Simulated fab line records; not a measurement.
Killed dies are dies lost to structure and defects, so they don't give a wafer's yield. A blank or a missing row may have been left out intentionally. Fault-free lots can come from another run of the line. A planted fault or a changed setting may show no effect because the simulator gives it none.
Code-filled problem report in 8D (eight disciplines) form / flow nand-harc / the parts of the form that need people (team, actions taken, sign-off) are left out

## 1. PROBLEM STATEMENT
At NHARC_P_M2_ETCH_28, oes-product-au averages 0.853 a.u. over 4 wafers from 2 lots, while fault-free wafers read 0.999 a.u., standard deviation 0.012. That is -12 standard deviations from the usual mean.
The step: etches the open film in CF4/N2, target depth 30 nm, time 72.99 s.
The first sign was on wafer L357.3 at day 12 12:39, on rie-diel-09. The record holds 30 wafers of 10 lots with a number at this step. The rule behind "out" and "out of limits": a value lying over 4 standard deviations away from the usual mean. All remaining wafers that have a number are taken as sound.

## 2. WHAT THIS IS AND IS NOT
question=which readings at this step | is=oes-product-au | is not=chamber-pressure-mTorr, drypump-motor-current-A, rf-vpp-V, showerhead-plenum-p-Torr, throttle-valve-pct
question=which lots | is=L356, L357 | is not=L342, L343, L346, L348, L360, L362, L364, L365
question=which wafers of those lots | is=L356.3, L356.6, L357.3, L357.6 | is not=L356.1, L357.5
question=read on which tools | is=rie-diel-09 | is not=rie-diel-01, rie-diel-04
question=when | is=from day 12 12:39 | is not=up to then (13 sound wafers); but 13 sound wafers of L356, L360, L362, L364, L365 came after

## 3. WHAT RULES OUT EACH SUSPECT
Counting: if a tool at a process step up to the reading ran every lot that is out, it stays a suspect. Sound lots after the first of them don't rule it out here, since some wafers of a struck lot are sound.
- rie-diel-08 at NHARC_P_M1_DESCUM_14 (chemistry O2, time 3 s): kept. It ran every lot that is out, first L357 (day 12 07:55).
- rie-diel-07 at NHARC_P_M1_STRIP_18 (strips in N2/H2): kept. It ran every lot that is out, first L357 (day 12 08:16).
- rie-diel-09 at NHARC_P_M2_ETCH_28 (etches the open film in CF4/N2, target depth 30 nm, time 72.99 s): kept. Ran every lot that is out, first one L357 (day 12 12:39); last sound lot up to then L348 (day 9 10:09). On those wafers its own readings are out: oes-product-au.
- Within rie-diel-07 at NHARC_P_M1_STRIP_18: the wafers that are out ran in chambers 1, 2; their sound lot-mates ran in chamber 3.
Left after counting: rie-diel-08 at NHARC_P_M1_DESCUM_14, rie-diel-07 at NHARC_P_M1_STRIP_18, rie-diel-09 at NHARC_P_M2_ETCH_28.

## 4. THE CAUSE (what the simulator had put in)
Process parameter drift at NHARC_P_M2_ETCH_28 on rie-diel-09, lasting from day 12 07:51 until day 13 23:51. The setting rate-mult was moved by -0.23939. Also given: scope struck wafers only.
Of the 3 suspects that counting leaves, this tool is one.

## 5. THE CHAIN OF EFFECTS, in route order
Each row: a reading where the mean over the struck wafers with a number is more than 3 standard deviations away from the usual. Only readings whose record carries a usual standard deviation are examined. hours: median over the lots of the time between each lot's start at the first step of this table that gives one and its start at this step. sigmas: the change, counted in usual standard deviations.
hours=0; step=NHARC_P_M2_ETCH_28; reading=oes-product-au; usual=0.999 a.u.; on struck wafers=0.853; change=-0.146; sigmas=-12
It contains these process steps:
- NHARC_P_M2_ETCH_28: etches the open film in CF4/N2, target depth 30 nm, time 72.99 s.
Later measuring or inspecting steps at which every struck wafer that the step has a row for has a number for every such reading, and none has moved that far: NHARC_END_SORT_01.

## 6. HOW IT WOULD HAVE BEEN CAUGHT EARLIER
5 hours passed between the start of the fault at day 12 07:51 and the first reading out of limits in this record, taken at day 12 12:39.
